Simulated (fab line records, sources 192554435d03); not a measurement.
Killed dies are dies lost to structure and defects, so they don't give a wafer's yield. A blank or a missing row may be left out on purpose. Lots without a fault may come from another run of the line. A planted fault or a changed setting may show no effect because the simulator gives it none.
Chamber matching | flow n5_finfet | N5_BEOL_M15_ETCH_57 on rie_diel-01: 4 sister chambers
The step etches SOC in N2/H2, time 750 s. 16 wafers are shown with their chamber, then 7 later ones without.

WAFERS WITH THEIR CHAMBER
wafer  | chamber | showerhead_plenum_p_Torr (Torr) | drypump_motor_current_A (A) | throttle_valve_pct (%)
L647.1 | 3       | 2.56                            | 5.6                         | 17.2
L647.5 | 1       | 2.41                            | 5.1                         | 18.1
L647.6 | 0       | 2.69                            | 5.4                         | 17.7
L648.2 | 3       | 2.56                            | 5.6                         | 17.2
L648.5 | 2       | 2.45                            | 5.5                         | 17.5
L648.6 | 3       | 2.56                            | 5.6                         | 17.2
L649.4 | 3       | 2.56                            | 5.6                         | 17.2
L649.5 | 1       | 2.40                            | 5.1                         | 18.2
L649.6 | 0       | 2.69                            | 5.4                         | 17.7
L653.3 | 1       | 2.40                            | 5.1                         | 18.2
L653.4 | 3       | 2.56                            | 5.6                         | 17.2
L653.5 | 1       | 2.40                            | 5.1                         | 18.2
L664.2 | 3       | 2.55                            | 5.6                         | 17.3
L664.3 | 0       | 2.68                            | 5.3                         | 17.7
L664.4 | 2       | 2.44                            | 5.5                         | 17.6
L665.2 | 2       | 2.44                            | 5.5                         | 17.6

SIGNATURES (means of the wafers above)
reading                  | chamber 0 | chamber 1 | chamber 2 | chamber 3 | scatter within a chamber
showerhead_plenum_p_Torr | 2.6867    | 2.4025    | 2.4433    | 2.5583    | 0.00493
drypump_motor_current_A  | 5.367     | 5.100     | 5.500     | 5.600     | 0.0236
throttle_valve_pct       | 17.700    | 18.175    | 17.567    | 17.217    | 0.0433
Rule: a wafer's distance from a chamber is the root of the sum, over the readings, of the square of ((its reading less the chamber's mean) divided by the reading's scatter). The wafer belongs to the nearest chamber; if the next one is less than 2 further off, it can't be placed. The scatter: the root of (the sum of the squares of (reading less its chamber's mean) over the shown wafers, divided by (wafers less chambers)).

WAFERS WITHOUT THEIR CHAMBER
wafer  | showerhead_plenum_p_Torr (Torr) | drypump_motor_current_A (A) | throttle_valve_pct (%)
L665.4 | 2.39                            | 5.1                         | 18.2
L665.6 | 2.44                            | 5.4                         | 17.6
L669.1 | 2.44                            | 5.5                         | 17.6
L669.3 | 2.54                            | 5.6                         | 17.3
L669.5 | 2.44                            | 5.5                         | 17.6
L667.2 | 2.39                            | 5.1                         | 18.2
L667.5 | 2.54                            | 5.6                         | 17.3

WHICH CHAMBER EACH WENT THROUGH
wafer  | from the rows above | in truth
L665.4 | 1                   | 1
L665.6 | 2                   | 2
L669.1 | 2                   | 2
L669.3 | 3                   | 3
L669.5 | 2                   | 2
L667.2 | 1                   | 1
L667.5 | 3                   | 3
Placed correctly: 7 of 7. Can't be placed from these rows: 0. Placed wrongly: 0.
